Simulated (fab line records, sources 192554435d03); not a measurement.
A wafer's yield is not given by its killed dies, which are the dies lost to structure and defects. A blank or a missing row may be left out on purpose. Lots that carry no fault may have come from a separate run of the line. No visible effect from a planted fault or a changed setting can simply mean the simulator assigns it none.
fab line records    flow n5-finfet
record: lots: 8  wafers: 24  last-day: 17
route steps=1938 shown MOL_CONTACT_COAG@588 BEOL_M4@1111 PASSIVATION@1936
lots that met no fault: from a run of the same line without faults
start-h: hours from the record's first day to the start of the lot's first wafer shown    wait-h: hours from the lot's prior step to this one    " same as the row above    L1.1+2: several wafers, shown together as one row    - no value present, or no start provided    * or withheld: withheld    < > ~ a bound
route shown NAME@n: NAME is a module with steps in the file, n the number in the route of the first one    usual: mean/standard deviation taken from wafers without a fault    same: alike in all rows    chamber/n: place in a boat    sites: readings site by site    _std_site: standard deviation across them    _edge_site: inner sites' mean taken away from outer sites' mean    radius-mm: how far each site lies from the wafer's centre    mask NAME#n: copy n    behind: the most recent tool/chamber to have shaped the wafer    hold: why the lot went on hold/how many hours it stayed there/how the hold came to an end    device: which transistor (n, p or np) failed to switch    end of line: the same wafers' tests at the end of the route    a step with no rows: only its recipe    killed: at the first sort, the dies lost to defects and structure; wafer yield is something else    map: the dies of a wafer, with x for killed, . for not killed, _ for no die there
set.NAME: the run value of the setting; set.NAME@STEP: its run value at that earlier step    model.NAME: the simulator's own value behind a step, which no gauge read
one table for each step of the route and one row for each wafer, over a sample of lots
services: from which hour (start-h, from the record's first day; less than 0 if before it) a tool's chamber was out of use, for how many hours, and why
== steps ==
step: N5_MOL_CONTACT_COAG_ETCH_47
recipe: chemistry: CH3F/O2  target: SiNx  target-depth-a: 270  mask-material: SiO2  stop-on: W  over-etch-frac: 0.2  ion-energy-ev: 120  endpoint: OES-CN  pressure-mtorr: 30  source-w: 395  bias-w: 73  Ar_flow_sccm: 150  CH3F_flow_sccm: 30  O2_flow_sccm: 20  ends: end-point
usual: CH3F_flow_sccm: 30.00/0.09  O2_flow_sccm: 20.00/0.065  drypump-motor-current-A: 5.6/0.35  etch-rf-on-time-s: 31.3/0.66  oes_f_703_au: 0.76/0.07  oes-product-au: 0.68/0.064  rf-fwd-power-W: 386.2/1.9  rf-vpp-V: 299/7  showerhead-plenum-p-Torr: 2.01/0.06  throttle-valve-pct: 16.33/0.27
lot.wafer  tool         chamber  start-h  wait-h  CH3F_flow_sccm  O2_flow_sccm  drypump-motor-current-A  etch-rf-on-time-s  oes_f_703_au  oes-product-au  rf-fwd-power-W  rf-hours-counter-h  rf-vpp-V  showerhead-plenum-p-Torr  throttle-valve-pct
L348.1     rie-diel-03  2        176.54   0.0     30.01           20.13         5.0                      31.8               0.73          0.65            384.5           178                 297       1.99                      16.23
L348.5     "            1        "        "       30.16           20.02         5.7                      30.8               0.83          0.77            384.8           -                   302       2.02                      16.11
L348.6     "            2        "        "       30.00           20.01         5.0                      31.6               0.74          0.66            384.0           -                   297       1.99                      16.22
L347.2     rie-diel-01  0        177.55   0.0     30.02           19.99         5.9                      31.4               0.90          0.82            388.8           16                  292       1.97                      16.19
L347.3     "            3        "        "       29.95           20.11         5.5                      31.7               0.74          0.63            384.2           218                 292       1.99                      16.72
L347.6     "            3        "        "       29.88           20.00         5.6                      31.8               0.72          0.61            385.6           -                   290       1.99                      16.73
L349.1     rie-diel-03  2        187.73   0.0     30.02           20.00         5.0                      31.5               0.73          0.66            384.7           182                 298       1.99                      16.23
L349.2     "            1        "        "       30.12           20.06         5.7                      31.0               0.83          0.75            386.3           63                  304       2.02                      16.13
L349.3     "            0        "        "       29.99           20.03         5.9                      32.2               0.73          0.66            385.4           181                 303       2.08                      16.23
L351.2     rie-diel-03  3        195.18   0.0     30.07           20.00         5.6                      30.6               0.82          0.71            385.3           120                 286       1.91                      15.90
L351.3     "            0        "        "       29.93           20.00         5.9                      32.3               0.73          0.66            384.4           185                 303       2.08                      16.23
L351.6     "            3        "        "       29.86           19.96         5.6                      30.6               0.82          0.72            386.0           -                   287       1.91                      15.91
L354.1     rie-diel-03  1        216.03   0.0     29.95           19.94         5.7                      30.8               0.82          0.75            385.7           75                  302       2.01                      16.13
L354.2     "            3        "        "       30.02           19.97         5.6                      30.5               0.81          0.71            383.0           129                 287       1.91                      15.93
L354.5     "            1        "        "       29.90           19.95         5.7                      31.1               0.82          0.74            384.1           -                   302       2.01                      16.14
L355.1     rie-diel-05  3        222.53   0.0     30.10           19.92         6.5                      29.8               0.96          0.88            387.7           5                   305       2.15                      16.20
L355.5     "            1        "        "       30.05           19.90         5.6                      31.6               0.70          0.65            384.6           -                   309       2.05                      16.40
L355.6     "            0        "        "       29.92           19.96         5.4                      31.0               0.74          0.67            387.2           -                   301       2.06                      16.68
L356.1     rie-diel-03  3        227.33   0.0     30.00           20.08         5.7                      30.4               0.80          0.71            384.9           134                 287       1.91                      15.93
L356.3     "            1        "        "       29.96           19.91         5.7                      30.9               0.81          0.74            384.2           79                  303       2.01                      16.15
L356.4     "            2        "        "       29.85           19.92         5.0                      31.7               0.72          0.65            385.0           196                 298       1.99                      16.24
L357.1     rie-diel-01  2        229.93   0.0     30.05           20.02         5.7                      30.5               0.99          0.84            389.8           6                   294       1.95                      16.30
L357.3     "            3        "        "       30.01           19.95         5.6                      31.1               0.72          0.62            385.8           235                 290       1.99                      16.76
L357.4     "            0        "        "       30.04           19.98         5.9                      30.9               0.87          0.78            387.6           33                  291       1.96                      16.22
step: N5_MOL_CONTACT_COAG_CD_MEAS_40
recipe: target-cd-nm: 25.1  landing-energy-ev: 500  detector: se-inlens  polarity: opening
usual: cd-nm: 25.02/0.25
lot.wafer  tool       chamber  start-h  wait-h  cd-nm
L348.1     cd-sem-02  0        177.08   -       25.10
L348.5     "          0        "        "       24.96
L348.6     "          0        "        "       24.79
L347.2     cd-sem-02  0        178.10   -       24.65
L347.3     "          0        "        "       24.77
L347.6     "          0        "        "       24.98
L349.1     cd-sem-02  0        188.40   -       24.64
L349.2     "          0        "        "       24.81
L349.3     "          0        "        "       24.76
L351.2     cd-sem-02  0        195.73   -       24.64
L351.3     "          0        "        "       24.71
L351.6     "          0        "        "       24.74
L354.1     cd-sem-03  0        216.70   -       25.08
L354.2     "          0        "        "       25.42
L354.5     "          0        "        "       24.92
L355.1     cd-sem-02  0        223.08   -       25.52
L355.5     "          0        "        "       25.11
L355.6     "          0        "        "       25.55
L356.1     cd-sem-02  0        227.91   -       24.73
L356.3     "          0        "        "       24.97
L356.4     "          0        "        "       24.73
L357.1     cd-sem-01  0        230.48   -       24.90
L357.3     "          0        "        "       25.22
L357.4     "          0        "        "       24.43
step: N5_MOL_CONTACT_COAG_VIA_ETCH_117
recipe: chemistry: C4F6/O2  target-depth-a: 400  overetch-a: 80  mask-material: SOC  target: SiO2  bias-w: 455  pressure-mtorr: 10  time-s: 26  source-w: 325  Ar_flow_sccm: 300  C4F6_flow_sccm: 10  O2_flow_sccm: 10  ion-energy-ev: 575.3  ends: end-point
usual: C4F6_flow_sccm: 10.00/0.032  O2_flow_sccm: 10.00/0.033  drypump-motor-current-A: 5.6/0.36  oes_f_703_au: 0.77/0.08  oes-product-au: 0.70/0.065  rf-fwd-power-W: 320.3/1.4  rf-vpp-V: 1593/35  showerhead-plenum-p-Torr: 2.85/0.08  throttle-valve-pct: 41.0/0.42
lot.wafer  tool         chamber  start-h  wait-h  C4F6_flow_sccm  O2_flow_sccm  drypump-motor-current-A  oes_f_703_au  oes-product-au  rf-fwd-power-W  rf-hours-counter-h  rf-vpp-V  showerhead-plenum-p-Torr  throttle-valve-pct
L348.1     rie-diel-01  0        177.96   0.0     -               -             -                        -             -               -               -                   -         -                         -
L348.5     "            1        "        "       -               -             -                        -             -               -               -                   -         -                         -
L348.6     "            3        "        "       -               -             -                        -             -               -               -                   -         -                         -
L347.2     rie-diel-05  0        178.80   0.0     -               -             -                        -             -               -               -                   -         -                         -
L347.3     "            1        "        "       -               -             -                        -             -               -               -                   -         -                         -
L347.6     "            0        "        "       -               -             -                        -             -               -               -                   -         -                         -
L349.1     rie-diel-05  0        190.49   0.0     -               -             -                        -             -               -               -                   -         -                         -
L349.2     "            1        "        "       -               -             -                        -             -               -               -                   -         -                         -
L349.3     "            2        "        "       -               -             -                        -             -               -               -                   -         -                         -
L351.2     rie-diel-01  0        196.85   0.0     9.99            10.02         5.9                      0.91          0.81            321.3           18                  1562      2.80                      41.2
L351.3     "            1        "        "       9.99            9.97          5.8                      0.70          0.63            320.0           207                 1604      2.81                      40.7
L351.6     "            3        "        "       10.00           9.98          5.5                      0.72          0.62            320.8           -                   1548      2.83                      41.2
L354.1     rie-diel-05  3        217.30   0.0     9.99            10.03         6.5                      0.97          0.86            322.1           4                   1632      3.06                      41.5
L354.2     "            0        "        "       9.98            10.00         5.4                      0.75          0.66            319.3           200                 1614      2.92                      41.9
L354.5     "            3        "        "       9.97            9.98          6.5                      0.97          0.86            322.2           -                   1630      3.06                      41.4
L355.1     rie-diel-01  0        223.68   0.0     9.98            9.97          5.9                      0.88          0.80            322.1           30                  1560      2.79                      41.2
L355.5     "            1        "        "       9.98            10.01         5.8                      0.70          0.63            320.7           -                   1604      2.80                      40.7
L355.6     "            2        "        "       9.97            9.95          5.7                      1.01          0.85            323.2           -                   1561      2.78                      40.9
L356.1     rie-diel-01  2        228.52   0.0     10.00           9.93          5.7                      0.99          0.83            321.2           5                   1560      2.78                      41.0
L356.3     "            0        "        "       9.95            9.97          5.9                      0.88          0.79            321.6           32                  1563      2.79                      41.2
L356.4     "            3        "        "       10.00           9.97          5.6                      0.71          0.62            321.5           235                 1551      2.83                      41.3
L357.1     rie-diel-05  1        231.07   0.0     10.01           10.00         5.6                      0.71          0.66            319.3           209                 1645      2.90                      40.8
L357.3     "            0        "        "       9.96            10.02         5.4                      0.73          0.66            321.7           205                 1614      2.92                      41.9
L357.4     "            3        "        "       9.98            10.02         6.5                      0.96          0.84            321.8           8                   1630      3.05                      41.4
step: N5_MOL_CONTACT_COAG_ETCH_124
recipe: chemistry: CH3F/O2  target: SiNx  target-depth-a: 65  mask-material: SOC  stop-on: SiOC  over-etch-frac: 0.3  ion-energy-ev: 120  pressure-mtorr: 30  source-w: 395  bias-w: 73  Ar_flow_sccm: 150  CH3F_flow_sccm: 30  O2_flow_sccm: 20  ends: end-point
usual: CH3F_flow_sccm: 30.01/0.083  O2_flow_sccm: 20.02/0.061  drypump-motor-current-A: 5.6/0.36  oes_f_703_au: 0.77/0.081  oes-product-au: 0.66/0.064  rf-fwd-power-W: 391.1/1.6  rf-vpp-V: 299/7  showerhead-plenum-p-Torr: 2.01/0.059  throttle-valve-pct: 16.28/0.27
lot.wafer  tool         chamber  start-h  wait-h  CH3F_flow_sccm  O2_flow_sccm  drypump-motor-current-A  oes_f_703_au  oes-product-au  rf-fwd-power-W  rf-hours-counter-h  rf-vpp-V  showerhead-plenum-p-Torr  throttle-valve-pct
L348.1     rie-diel-01  0        177.99   0.0     30.12           20.09         5.9                      0.91          0.34            390.5           16                  292       1.97                      16.17
L348.5     "            1        "        "       30.12           20.13         5.8                      0.70          0.26            392.0           -                   302       1.98                      16.05
L348.6     "            3        "        "       30.03           19.98         5.6                      0.74          0.26            391.0           -                   289       1.99                      16.70
L347.2     rie-diel-05  0        178.83   0.0     30.09           19.98         5.4                      0.75          0.28            392.9           182                 302       2.07                      16.61
L347.3     "            1        "        "       30.08           19.93         5.6                      0.71          0.29            388.2           184                 309       2.06                      16.32
L347.6     "            0        "        "       29.97           19.93         5.4                      0.75          0.29            392.6           -                   303       2.07                      16.59
L349.1     rie-diel-05  0        190.52   0.0     30.02           20.02         5.4                      0.75          0.28            388.0           189                 302       2.06                      16.60
L349.2     "            1        "        "       29.93           20.01         5.6                      0.71          0.28            390.7           192                 308       2.06                      16.34
L349.3     "            2        "        "       30.00           19.99         5.2                      0.69          0.27            393.9           216                 309       2.06                      16.63
L351.2     rie-diel-01  0        196.88   0.0     29.92           19.97         5.9                      0.91          0.77            393.2           18                  293       1.97                      16.18
L351.3     "            1        "        "       30.15           19.99         5.8                      0.70          0.60            391.9           207                 301       1.98                      16.06
L351.6     "            3        "        "       29.94           20.00         5.5                      0.73          0.59            392.3           -                   289       1.99                      16.69
L354.1     rie-diel-05  3        217.33   0.0     30.02           19.97         6.5                      0.98          0.84            390.6           4                   306       2.16                      16.17
L354.2     "            0        "        "       30.17           20.05         5.4                      0.74          0.63            391.7           200                 303       2.06                      16.66
L354.5     "            3        "        "       29.84           20.09         6.5                      0.98          0.83            392.7           -                   305       2.16                      16.19
L355.1     rie-diel-01  0        223.70   0.0     29.99           19.96         5.9                      0.88          0.75            390.6           30                  292       1.96                      16.16
L355.5     "            1        "        "       29.88           20.07         5.7                      0.69          0.60            391.6           -                   301       1.98                      16.08
L355.6     "            2        "        "       30.02           20.09         5.7                      1.00          0.80            392.3           -                   293       1.95                      16.26
L356.1     rie-diel-01  2        228.54   0.0     29.94           20.00         5.7                      0.99          0.80            393.2           5                   294       1.95                      16.28
L356.3     "            0        "        "       30.08           19.98         5.9                      0.88          0.75            393.0           32                  293       1.96                      16.18
L356.4     "            3        "        "       30.02           20.00         5.6                      0.72          0.59            393.3           235                 290       1.99                      16.73
L357.1     rie-diel-05  1        231.10   0.0     29.91           19.92         5.7                      0.70          0.63            393.7           209                 310       2.05                      16.39
L357.3     "            0        "        "       29.83           19.99         5.4                      0.74          0.63            390.6           205                 304       2.06                      16.65
L357.4     "            3        "        "       30.07           19.99         6.5                      0.97          0.82            393.3           8                   304       2.15                      16.16
step: N5_MOL_CONTACT_COAG_STRIP_49
recipe: chemistry: N2/H2  time-s: 30  power-w: 1000  temp-c: 250  pressure-mtorr: withheld  n2-flow-sccm: 1750  h2-flow-sccm: 3250
usual: drypump-motor-current-A: 6.2/0.36  heater-power-w: 333/30
lot.wafer  tool             chamber  start-h  wait-h  drypump-motor-current-A  heater-power-w  rf-hours-counter-h
L348.1     plasma-asher-02  0        178.16   -       6.6                      337             65
L348.5     "                0        "        "       6.6                      356             -
L348.6     "                1        "        "       5.5                      372             -
L347.2     plasma-asher-01  1        179.01   -       6.4                      297             103
L347.3     "                0        "        "       6.3                      336             -
L347.6     "                1        "        "       6.4                      292             -
L349.1     plasma-asher-01  1        190.70   -       6.4                      293             105
L349.2     "                0        "        "       6.3                      332             105
L349.3     "                1        "        "       6.3                      280             -
L351.2     plasma-asher-01  0        197.06   -       6.3                      339             106
L351.3     "                1        "        "       6.4                      296             -
L351.6     "                1        "        "       6.4                      295             -
L354.1     plasma-asher-01  1        217.51   -       6.4                      294             111
L354.2     "                0        "        "       6.3                      335             111
L354.5     "                0        "        "       6.3                      344             -
L355.1     plasma-asher-01  0        223.88   -       6.3                      328             112
L355.5     "                1        "        "       6.4                      294             -
L355.6     "                0        "        "       6.3                      345             -
L356.1     plasma-asher-01  1        228.72   -       6.4                      290             112
L356.3     "                0        "        "       6.3                      336             -
L356.4     "                1        "        "       6.4                      288             -
L357.1     plasma-asher-01  1        231.28   -       6.4                      291             113
L357.3     "                0        "        "       6.3                      331             -
L357.4     "                1        "        "       6.4                      284             -
step: N5_MOL_CONTACT_COAG_CD_MEAS_101
recipe: target-cd-nm: 16
usual: cd-nm: 15.9/0.38
lot.wafer  tool       chamber  start-h  wait-h  cd-nm
L348.1     cd-sem-01  -        178.31   0.0     -
L348.5     "          -        "        "       -
L348.6     "          -        "        "       -
L347.2     cd-sem-01  -        179.16   0.0     -
L347.3     "          -        "        "       -
L347.6     "          -        "        "       -
L349.1     cd-sem-02  -        190.84   0.0     -
L349.2     "          -        "        "       -
L349.3     "          -        "        "       -
L351.2     cd-sem-01  -        197.22   0.0     16.0
L351.3     "          -        "        "       15.8
L351.6     "          -        "        "       16.1
L354.1     cd-sem-02  -        217.65   0.0     16.1
L354.2     "          -        "        "       16.0
L354.5     "          -        "        "       15.2
L355.1     cd-sem-02  -        224.09   0.0     16.6
L355.5     "          -        "        "       15.8
L355.6     "          -        "        "       16.1
L356.1     cd-sem-01  -        228.87   0.0     16.0
L356.3     "          -        "        "       16.3
L356.4     "          -        "        "       15.7
L357.1     cd-sem-03  -        231.43   0.0     16.5
L357.3     "          -        "        "       15.7
L357.4     "          -        "        "       15.4
step: N5_BEOL_M4_RC_MEAS_101
usual: DIBL_N: 36.9/1.6  DIBL_P: 37.1/2  IOFF_N: 0.17/0.032  IOFF_P: 0.22/0.036  ION_N: 674/12  ION_P: 463/7.8  SS_N: 71.7/0.63  SS_P: 73.5/0.62  VT_N: 249/3.3  VT_P: -250/3.5
lot.wafer  tool       chamber  start-h  wait-h  DIBL_N[mV/V]  DIBL_P[mV/V]  IOFF_N[nA/um]  IOFF_P[nA/um]  ION_N[uA/um]  ION_P[uA/um]  SS_N[mV/dec]  SS_P[mV/dec]  VT_N[mV]  VT_P[mV]
L351.2     prober-01  0        275.53   0.2     36.4          39.1          0.17           0.25           680           473           72.1          74.0          253       -248
L351.3     "          0        "        "       36.5          37.9          0.18           0.23           679           461           71.7          74.3          249       -249
L351.6     "          0        "        "       36.6          37.2          0.16           0.21           676           460           71.1          74.2          254       -254
L354.1     prober-01  0        280.97   0.1     36.1          33.3          0.14           0.20           668           458           70.9          72.6          251       -249
L354.2     "          0        "        "       41.5          40.4          0.26           0.34           700           481           71.9          74.8          243       -241
L354.5     "          0        "        "       36.2          33.7          0.14           0.20           674           465           71.4          72.5          251       -247
L355.1     prober-02  0        298.40   0.0     38.9          36.3          0.19           0.25           672           465           73.1          74.1          250       -247
L355.5     "          0        "        "       36.9          34.8          0.15           0.23           674           463           71.7          74.1          251       -249
L355.6     "          0        "        "       35.1          33.3          0.13           0.20           666           462           71.1          73.0          253       -250
L356.1     prober-01  0        300.02   0.0     36.6          38.6          0.18           0.22           679           459           72.4          73.8          250       -249
L356.3     "          0        "        "       37.0          40.2          0.19           0.25           675           459           72.4          74.0          248       -252
L356.4     "          0        "        "       37.5          40.7          0.20           0.27           683           468           72.8          74.1          246       -247
L357.1     prober-01  0        302.13   0.0     36.7          34.9          0.18           0.25           682           472           71.2          73.7          246       -246
L357.3     "          0        "        "       35.1          32.2          0.14           0.20           667           464           71.7          72.9          253       -249
L357.4     "          0        "        "       38.2          36.6          0.19           0.27           673           466           72.0          73.8          248       -245
step: N5_PASSIVATION_PROBE_49
usual: defect-limited-yield: 90.9/1.6  killed_at_M0_to_M3: 34/11  killed_at_M4_up: 14/5.7  killed-at-contacts: 13/6.5  killed-at-front-end: 43/11  killed-at-other: 4/3.1  killed-dies: 107/19  killed-on-rim: 14/3.9  killed-open: 71/14  killed-short: 35/7.9  sort_bin_5_function: 5.3/1.1  sort_bin_6_memory: 3.4/0.74  sort-n-pass: 1073/19  sort-yield-pct: 90.9/1.6
same: gross-dies: 1180  killed-at-back-side: 0  sort_bin_4_leakage[%]: 0  sort_bin_8_speed[%]: 0
lot.wafer  tool       chamber  start-h  wait-h  defect-limited-yield[%]  killed_at_M0_to_M3  killed_at_M4_up  killed-at-contacts  killed-at-front-end  killed-at-other  killed-dies  killed-on-rim  killed-open  killed-short  sort_bin_5_function[%]  sort_bin_6_memory[%]  sort-n-pass  sort-yield-pct[%]
L347.2     prober-01  -        347.68   0.1     0                        27                  12               1099                40                   2                1180         152            62           31            96.9                    3.0                   0            0
L347.3     prober-01  -        347.73   0.1     0                        35                  10               1059                65                   11               1180         152            72           56            95.7                    3.9                   0            0
L347.6     prober-01  -        347.88   0.3     0                        35                  13               1076                48                   8                1180         152            78           37            95.8                    3.8                   0            0
L348.1     prober-02  -        349.92   0.0     0                        71                  14               1039                51                   5                1180         152            109          50            95.4                    4.2                   0            0
L348.5     prober-02  -        350.12   0.2     0                        36                  12               1093                38                   1                1180         152            74           24            95.5                    4.1                   0            0
L348.6     prober-02  -        350.17   0.3     0                        47                  8                1073                50                   2                1180         152            80           44            95.3                    4.2                   0            0
L349.1     prober-01  -        370.13   0.0     0                        24                  6                1118                30                   2                1180         152            42           23            97.8                    2.1                   0            0
L349.2     prober-01  -        370.18   0.1     0                        33                  14               1084                40                   9                1180         152            65           37            96.6                    3.1                   0            0
L349.3     prober-01  -        370.23   0.1     0                        28                  10               1094                45                   3                1180         152            47           48            95.8                    3.7                   0            0
L351.2     prober-02  -        380.29   0.8     89.7                     30                  13               8                   68                   2                121          16             89           31            6.4                     3.8                   1059         89.7
L351.3     prober-02  -        380.34   0.9     88.8                     31                  18               9                   64                   10               132          19             81           49            6.4                     4.4                   1048         88.8
L351.6     prober-02  -        380.49   1.0     90.5                     26                  14               5                   67                   0                112          15             79           32            6.0                     3.1                   1068         90.5
L357.1     prober-02  -        407.37   0.0     90.7                     27                  17               19                  44                   3                110          13             75           34            5.7                     3.3                   1070         90.7
L357.3     prober-02  -        407.47   0.1     89.6                     33                  18               19                  46                   7                123          19             84           36            5.9                     4.0                   1057         89.6
L357.4     prober-02  -        407.52   0.2     90.6                     30                  11               14                  53                   3                111          18             73           35            6.1                     3.1                   1069         90.6
killed by level:class
L347.2 MOL_CONTACT_COAG:area-etch=1087 MOL_CONTACT_COAG:geometric-particle:open=10 FIN_SAQP:geometric-particle:short=6 STI_FIN_REVEAL:geometric-particle:open=6 BEOL_M0_SAQP:geometric-particle:open=6 BEOL_M2:geometric-particle:open=6 DUMMY_GATE:geometric-particle:open=5 BEOL_M0_SAQP:geometric-particle:short=5
L347.3 MOL_CONTACT_COAG:area-etch=1051 FIN_SAQP:geometric-particle:short=17 FIN_SAQP:geometric-particle:open=12 STI_FIN_REVEAL:geometric-particle:open=9 BEOL_M2:geometric-particle:open=9 BEOL_M0_SAQP:geometric-particle:short=8 BEOL_M0_SAQP:geometric-particle:open=6 ILD0:geometric-particle:open=5
L347.6 MOL_CONTACT_COAG:area-etch=1064 STI_FIN_REVEAL:geometric-particle:open=14 MOL_CONTACT_COAG:geometric-particle:open=10 BEOL_M0_SAQP:geometric-particle:short=9 BEOL_M2:geometric-particle:open=8 FIN_SAQP:geometric-particle:short=6 DUMMY_GATE:geometric-particle:open=6 BEOL_M0_SAQP:geometric-particle:open=6
L348.1 MOL_CONTACT_COAG:area-etch=1020 BEOL_M0_SAQP:geometric-particle:open=23 BEOL_M0_SAQP:geometric-particle:short=22 STI_FIN_REVEAL:geometric-particle:open=19 MOL_CONTACT_COAG:geometric-particle:open=15 BEOL_M4:geometric-particle:open=11 BEOL_M3:geometric-particle:open=10 DUMMY_GATE:geometric-particle:open=8
L348.5 MOL_CONTACT_COAG:area-etch=1081 STI_FIN_REVEAL:geometric-particle:open=11 MOL_CONTACT_COAG:geometric-particle:open=10 FIN_SAQP:geometric-particle:open=9 BEOL_M3:geometric-particle:open=8 BEOL_M1:geometric-particle:open=7 BEOL_M0_SAQP:geometric-particle:short=6 BEOL_M0_SAQP:geometric-particle:open=6
L348.6 MOL_CONTACT_COAG:area-etch=1055 MOL_CONTACT_COAG:geometric-particle:open=17 BEOL_M0_SAQP:geometric-particle:open=16 STI_FIN_REVEAL:geometric-particle:open=12 BEOL_M0_SAQP:geometric-particle:short=12 FIN_SAQP:geometric-particle:short=9 GATE_CUT:geometric-particle:short=7 BEOL_M2:geometric-particle:open=7
L349.1 MOL_CONTACT_COAG:area-etch=1114 BEOL_M3:geometric-particle:open=6 GATE_CUT:geometric-particle:open=5 BEOL_M0_SAQP:geometric-particle:short=5 STI_FIN_REVEAL:geometric-particle:open=4 DUMMY_GATE:geometric-particle:open=4 GATE_CUT:geometric-particle:short=4 BEOL_M1:geometric-particle:open=4
L349.2 MOL_CONTACT_COAG:area-etch=1078 BEOL_M3:geometric-particle:open=8 BEOL_M0_SAQP:geometric-particle:short=6 FIN_SAQP:geometric-particle:open=5 STI_FIN_REVEAL:geometric-particle:open=5 DUMMY_GATE:geometric-particle:open=5 GATE_CUT:geometric-particle:short=5 BEOL_M1:geometric-particle:open=5
L349.3 MOL_CONTACT_COAG:area-etch=1085 FIN_SAQP:geometric-particle:short=9 GATE_CUT:geometric-particle:short=8 STARTING-WAFER:geometric-particle:short=8 MOL_CONTACT_COAG:geometric-particle:open=6 BEOL_M0_SAQP:geometric-particle:short=6 BEOL_M3:geometric-particle:short=5 BEOL_M3:geometric-particle:open=5
L351.2 FIN_SAQP:geometric-particle:open=26 STI_FIN_REVEAL:geometric-particle:open=15 FIN_SAQP:geometric-particle:short=11 MOL_CONTACT_COAG:geometric-particle:open=8 BEOL_M0_SAQP:geometric-particle:short=8 BEOL_M0_SAQP:geometric-particle:open=7 BEOL_M2:geometric-particle:open=7 BEOL_M4:geometric-particle:open=5
L351.3 FIN_SAQP:geometric-particle:short=17 STI_FIN_REVEAL:geometric-particle:open=12 BEOL_M2:geometric-particle:open=11 BEOL_M0_SAQP:geometric-particle:open=10 FIN_SAQP:geometric-particle:open=8 BEOL_M4:geometric-particle:open=8 DUMMY_GATE:geometric-particle:open=7 MOL_CONTACT_COAG:geometric-particle:open=6
L351.6 STI_FIN_REVEAL:geometric-particle:open=19 FIN_SAQP:geometric-particle:short=11 BEOL_M2:geometric-particle:open=10 FIN_SAQP:geometric-particle:open=9 DUMMY_GATE:geometric-particle:open=8 BEOL_M0_SAQP:geometric-particle:open=7 BEOL_M0_SAQP:geometric-particle:short=6 STARTING-WAFER:geometric-particle:open=6
L357.1 MOL_CONTACT_COAG:geometric-particle:open=18 STI_FIN_REVEAL:geometric-particle:open=12 BEOL_M4:geometric-particle:open=11 FIN_SAQP:geometric-particle:open=9 FIN_SAQP:geometric-particle:short=9 STARTING-WAFER:geometric-particle:short=7 BEOL_M0_SAQP:geometric-particle:short=6 BEOL_M2:geometric-particle:open=5
L357.3 MOL_CONTACT_COAG:geometric-particle:open=17 FIN_SAQP:geometric-particle:open=15 FIN_SAQP:geometric-particle:short=11 BEOL_M1:geometric-particle:open=9 BEOL_M4:geometric-particle:open=7 BEOL_M0_SAQP:geometric-particle:short=5 BEOL_M1:geometric-particle:short=5 STARTING-WAFER:geometric-particle:open=5
L357.4 FIN_SAQP:geometric-particle:open=15 MOL_CONTACT_COAG:geometric-particle:open=11 BEOL_M0_SAQP:geometric-particle:short=9 STI_FIN_REVEAL:geometric-particle:open=9 FIN_SAQP:geometric-particle:short=8 DUMMY_GATE:geometric-particle:open=6 BEOL_M0:geometric-particle:open=5 BEOL_M2:geometric-particle:open=5
== services ==
tool             chamber  start-h  hours  kind
rie-diel-05      0        157.23   1.9    repair
rie-diel-03      1        159.93   2.5    repair
rie-diel-05      -        161.75   14.6   pm
plasma-asher-01  -        162.82   9.0    repair
rie-diel-03      -        170.76   0.3    repair
rie-diel-01      2        175.18   -      clean
rie-diel-01      2        175.18   -      consumable-replace:focus-ring
rie-diel-01      2        175.18   38.4   scheduled-down
rie-diel-01      2        175.18   38.4   vent-cycle
rie-diel-01      -        179.88   15.6   pm
rie-diel-05      3        180.98   -      clean
rie-diel-05      3        180.98   -      consumable-replace:focus-ring
rie-diel-05      3        180.98   -      consumable-replace:showerhead
rie-diel-05      3        180.98   20.5   scheduled-down
rie-diel-05      3        180.98   20.5   vent-cycle
plasma-asher-01  -        196.37   0.5    repair
rie-diel-01      -        198.29   0.4    repair
plasma-asher-02  -        198.79   0.5    repair
== key ==
first-sign: step: N5_MOL_CONTACT_COAG_VIA_ETCH_117  reading: tool-record  direction: missing
effect: step: N5_MOL_CONTACT_COAG_ETCH_124  reading: oes-product-au  direction: down  sigmas: 5.9  usual: 0.66  struck: 0.28
effect: step: N5_MOL_CONTACT_COAG_CD_MEAS_101  reading: cd-nm  direction: missing
effect: step: N5_PASSIVATION_PROBE_49  reading: killed-at-contacts  direction: up  sigmas: 99+  usual: 13  struck: 1082
more-kills-born-at: N5_MOL_CONTACT_COAG_VIA_ETCH_117@rie-diel-05: 6479  N5_MOL_CONTACT_COAG_VIA_ETCH_117@rie-diel-01: 3156
met-at N5_MOL_CONTACT_COAG_VIA_ETCH_117
struck-lots L347,L348,L349
later-rows-left-out L347.2,L347.3,L347.6,L348.1,L348.5,L348.6,L349.1,L349.2,L349.3
not-acting-at N5_MOL_CONTACT_COAG_ETCH_47,N5_MOL_CONTACT_COAG_CD_MEAS_40,N5_MOL_CONTACT_COAG_STRIP_49
fault: kind: skipped-step-whole  tool: rie-diel-01,rie-diel-05  chamber: -  onset-h: 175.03  steps: N5_MOL_CONTACT_COAG_VIA_ETCH_117  scope: struck-lots-only
later-rows-left-out: the simulator's readings of these wafers behind a module that went badly wrong aren't trusted and aren't shown, but for the sort
